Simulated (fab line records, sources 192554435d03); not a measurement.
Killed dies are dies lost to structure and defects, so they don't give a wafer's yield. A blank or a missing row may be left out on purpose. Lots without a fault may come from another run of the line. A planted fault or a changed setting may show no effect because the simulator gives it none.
Split-lot experiment | flow n5_finfet | 7 lots, 21 wafers read, on a route of 1938 steps

THE SPLIT
At N5_SDB_COAT_03 (time 60 s, resist thk 100 nm), the setting spin_rpm was moved away from the recipe's 1500 rpm on 6 of the 21 wafers read, by -2.9% to +7.1%. The other wafers ran this setting at the recipe's value.

The reading is taken at the split's own step.

THE READING
SOC_of_SDB_COAT_03.thk_nm (the simulator's own value, which no gauge read), in nm, at N5_SDB_COAT_03 (time 60 s, resist thk 100 nm). The file gives no usual value for it. The 15 wafers here that ran the recipe average 99.8 nm, standard deviation 0.23 nm.

wafer  | tool, chamber at the split | spin_rpm as run, rpm | against the recipe | SOC_of_SDB_COAT_03.thk_nm, nm | against lot-mates on the recipe
L077.1 | litho_track-03, 0          | 1500                 | recipe             | 99.8                          | -
L077.5 | litho_track-03, 0          | 1500                 | recipe             | 99.8                          | -
L077.4 | litho_track-03, 0          | 1500                 | recipe             | 99.6                          | -
L081.1 | litho_track-02, 0          | 1500                 | recipe             | 99.8                          | -
L081.3 | litho_track-02, 0          | 1500                 | recipe             | 99.8                          | -
L081.6 | litho_track-02, 0          | 1500                 | recipe             | 99.4                          | -
L083.1 | litho_track-03, 0          | 1500                 | recipe             | 99.8                          | -
L083.4 | litho_track-03, 0          | 1500                 | recipe             | 99.8                          | -
L083.2 | litho_track-03, 0          | 1500                 | recipe             | 100                           | -
L084.1 | litho_track-02, 0          | 1500                 | recipe             | 100                           | -
L084.4 | litho_track-02, 0          | 1603                 | +6.9%              | 96.8                          | -3.2
L084.6 | litho_track-02, 0          | 1603                 | +6.9%              | 96.4                          | -3.6
L089.3 | litho_track-02, 0          | 1555                 | +3.7%              | 98.4                          | -1.4
L089.5 | litho_track-02, 0          | 1555                 | +3.7%              | 98.4                          | -1.4
L089.4 | litho_track-02, 0          | 1500                 | recipe             | 99.8                          | -
L093.1 | litho_track-03, 0          | 1500                 | recipe             | 100.2                         | -
L093.5 | litho_track-03, 0          | 1456                 | -2.9%              | 102                           | +1.7
L093.6 | litho_track-03, 0          | 1500                 | recipe             | 100.4                         | -
L095.4 | litho_track-04, 0          | 1607                 | +7.1%              | 96.2                          | -3.5
L095.5 | litho_track-04, 0          | 1500                 | recipe             | 99.6                          | -
L095.6 | litho_track-04, 0          | 1500                 | recipe             | 99.8                          | -

THE FIT
A straight line over all 21 wafers: SOC_of_SDB_COAT_03.thk_nm changes by -0.495 nm for each +1% of spin_rpm; r = -0.98; the points scatter about the line by 0.29 nm.
The same after taking each lot's own level away (the mean of its wafers on the recipe; 21 wafers): -0.487 nm for each +1%; r = -0.99; scatter 0.18 nm.
On that fit, the largest move of spin_rpm shifts the reading by 3.5 nm.
The lots' own levels span 99.67 to 100.30 nm, that is 2.7 times the standard deviation above.
So the lot-to-lot level changes the slope little: the two slopes agree.
Check: with one of the wafers moved furthest among these (+7.1%) left out of the fit, the line predicts -3.4 nm for it against its lot-mates. It came out at -3.5 nm against them.

OTHER SPLITS ON THESE WAFERS
These wafers also went through other splits before the reading. Each is held against what the fit with the lots' levels taken away leaves over:
other split on the same wafers | wafers away from the commonest value | r with SOC_of_SDB_COAT_03.thk_nm (lot level and that fit taken away)
N5_WELL_APT_COAT_02 spin_rpm   | 7                                    | -0.06
N5_FIN_SAQP_ETCH_65 time_s     | 7                                    | +0.20
N5_SD_EPI_N_COAT_33 spin_rpm   | 5                                    | -0.22
N5_SD_EPI_N_PEB_07 peb_time_s  | 7                                    | +0.29
N5_SD_EPI_P_EXPOSE_06 dose_mj  | 10                                   | +0.09

THE FILE'S OWN FIT
SOC_of_SDB_COAT_03.thk_nm changes by -0.487 nm for each +1% of spin_rpm, r = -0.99.
